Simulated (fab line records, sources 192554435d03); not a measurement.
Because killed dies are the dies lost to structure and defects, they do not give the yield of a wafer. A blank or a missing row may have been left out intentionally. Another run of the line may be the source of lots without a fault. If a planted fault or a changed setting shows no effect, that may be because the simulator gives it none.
The same fault as seen by 3 desks || flow n5_finfet || every desk sees just its own numbers, and what lay behind them comes last

THE DEFECT DESK
For each lot, the counts of the inspections along the route, averaged over the sampled wafers that have a number. Marked OUT: a lot whose mean sits more than 4 standard deviations from the usual mean, which makes it out of limits; the brackets give that distance.
Columns: A = raw_defect_count at N5_BEOL_M1_INSPECT_13, usual 406
{"lot": "L431", "first seen here": "day 6 14:20", "A": 361}
{"lot": "L432", "first seen here": "day 7 11:14", "A": 479}
{"lot": "L435", "first seen here": "day 7 15:19", "A": 301}
{"lot": "L436", "first seen here": "day 7 16:41", "A": 499}
{"lot": "L438", "first seen here": "day 8 02:04", "A": 351}
{"lot": "L443", "first seen here": "day 9 04:49", "A": "1044 (+7.1) OUT"}
{"lot": "L446", "first seen here": "day 10 04:58", "A": "1047 (+7.1) OUT"}
{"lot": "L451", "first seen here": "day 11 04:07", "A": 509}
{"lot": "L452", "first seen here": "day 11 11:19", "A": 345}
{"lot": "L454", "first seen here": "day 12 01:53", "A": 361}
This desk's verdict: out of limits on L443, L446, starting with L443 at day 9 04:49 (raw_defect_count at N5_BEOL_M1_INSPECT_13). L431, L432, L435, L436, L438, L451, L452, L454: within limits.

METROLOGY DESK
What the gauges read for every lot (on any tool): the sampled wafers with a number, averaged. Marked OUT: a lot whose mean sits more than 4 standard deviations from the usual mean, which makes it out of limits; the brackets give that distance. Only the readings that lie furthest out on some lot appear, 7 of the 10 it has.
Columns: A = DIBL_N at N5_BEOL_M4_RC_MEAS_101, usual 37.7 mV/V; B = DIBL_P at N5_BEOL_M4_RC_MEAS_101, usual 37.7 mV/V; C = IOFF_P at N5_BEOL_M4_RC_MEAS_101, usual 0.23 nA/um; D = ION_N at N5_BEOL_M4_RC_MEAS_101, usual 681 uA/um; E = ION_P at N5_BEOL_M4_RC_MEAS_101, usual 463 uA/um; F = VT_N at N5_BEOL_M4_RC_MEAS_101, usual 248 mV; G = VT_P at N5_BEOL_M4_RC_MEAS_101, usual -249 mV
{"lot": "L431", "first seen here": "day 12 07:17", "A": 38.4, "B": 38.9, "C": 0.28, "D": 677, "E": 465, "F": 247, "G": -243}
{"lot": "L432", "first seen here": "day 12 09:55", "A": 38.0, "B": 36.2, "C": 0.22, "D": 686, "E": 461, "F": 245, "G": -249}
{"lot": "L435", "first seen here": "day 12 14:16", "A": 38.3, "B": 38.1, "C": 0.20, "D": 671, "E": 450, "F": 250, "G": -253}
{"lot": "L436", "first seen here": "day 12 17:31", "A": 37.3, "B": 37.6, "C": 0.22, "D": 673, "E": 457, "F": 249, "G": -251}
{"lot": "L438", "first seen here": "day 13 10:34", "A": 39.4, "B": 39.4, "C": 0.24, "D": 674, "E": 457, "F": 248, "G": -249}
{"lot": "L443", "first seen here": "day 14 15:04", "A": 38.3, "B": 36.9, "C": 0.22, "D": 680, "E": 459, "F": 246, "G": -251}
{"lot": "L446", "first seen here": "day 15 08:53", "A": 38.7, "B": 37.9, "C": 0.25, "D": 682, "E": 472, "F": 247, "G": -247}
{"lot": "L451", "first seen here": "day 17 01:41", "A": 35.8, "B": 37.1, "C": 0.18, "D": 669, "E": 456, "F": 251, "G": -254}
{"lot": "L452", "first seen here": "day 17 01:52", "A": 36.8, "B": 36.2, "C": 0.20, "D": 678, "E": 462, "F": 249, "G": -249}
{"lot": "L454", "first seen here": "day 17 18:26", "A": 35.6, "B": 35.2, "C": 0.23, "D": 676, "E": 466, "F": 249, "G": -247}
Result from this desk: across the 10 lots, nothing is out of limits.

THE TOOL OWNER'S DESK: pvd_sputter-01
The tool's own readings at N5_BEOL_M1_HM_DEP_02 (deposits TiN, target thk 20 nm): means of the sampled wafers that have a number, for each lot that ran on this tool. Marked OUT: a lot whose mean sits more than 4 standard deviations from the usual mean, which makes it out of limits; the brackets give that distance.
Columns: A = throttle_valve_pct at N5_BEOL_M1_HM_DEP_02, usual 30.2 %
{"lot": "L435", "first seen here": "day 7 14:42", "A": 31.1}
{"lot": "L436", "first seen here": "day 7 16:12", "A": 31.0}
{"lot": "L443", "first seen here": "day 9 04:19", "A": 29.2}
{"lot": "L446", "first seen here": "day 10 04:22", "A": 31.0}
Result from this desk: across the 4 lots, nothing is out of limits.

TAKEN TOGETHER
The defect desk could have raised an alarm at day 9 04:49, on L443, L446.
At the metrology desk, nothing out of limits was observed.
The tool owner's desk saw nothing out of limits.
The metrology desk has L443, L446 on record, within its limits.
The tool owner's desk has L443, L446 on record, within its limits.
The lots listed all ran N5_BEOL_M1_HM_DEP_02 on pvd_sputter-01.

WHAT THE SIMULATOR HAD INSERTED
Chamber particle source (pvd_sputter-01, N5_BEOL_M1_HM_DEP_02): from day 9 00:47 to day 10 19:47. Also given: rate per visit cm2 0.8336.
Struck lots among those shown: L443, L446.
Hours from the fault's start to each desk's first reading out of limits: the defect desk, 4.
